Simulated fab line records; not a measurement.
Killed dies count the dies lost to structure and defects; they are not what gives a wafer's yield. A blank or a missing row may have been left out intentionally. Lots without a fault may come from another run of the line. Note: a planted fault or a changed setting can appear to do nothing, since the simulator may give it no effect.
Matching of chambers	flow n5Finfet	4 sister chambers for N5_SD_EPI_N_ETCH_16 on rieDiel-06
The step etches SiO2 in CHF3/O2, target depth 5 nm. 4 wafers are shown with their chamber, then 12 later ones without.

## EACH WAFER AND ITS CHAMBER
wafer	chamber	drypumpMotorCurrentA (A)
L081.3	0	5.7
L086.4	3	5.3
L087.3	2	5.4
L087.5	1	6.5

## WAFERS WITHOUT THEIR CHAMBER
wafer	drypumpMotorCurrentA (A)
L092.1	5.8
L092.4	5.4
L092.5	5.3
L093.1	6.5
L093.4	5.3
L093.5	5.4
L094.2	5.7
L094.5	5.3
L094.6	5.4
L097.1	6.5
L097.2	5.4
L097.5	6.5

## THE CHAMBER EACH PASSED THROUGH
wafer	from the rows above	in truth
L092.1	0	0
L092.4	2	2
L092.5	3	3
L093.1	1	1
L093.4	3	3
L093.5	2	2
L094.2	0	0
L094.5	3	3
L094.6	2	2
L097.1	1	1
L097.2	2	2
L097.5	1	1
Correctly placed: 12 of 12. Left unplaced by these rows: 0. Number placed wrongly: 0.
How it was worked out, from the rows above alone: a wafer's distance from a chamber is the root of the sum, over the readings, of the square of ((its reading less the chamber's mean) divided by the reading's scatter). If the next closest chamber is less than 2 further off than the closest, the wafer can't be placed; otherwise it belongs to the closest. Each chamber's mean is taken over the wafers shown for it. The scatter: with one shown wafer a chamber, the root of the mean of the squares of how far each hidden wafer lies from its nearest shown one.
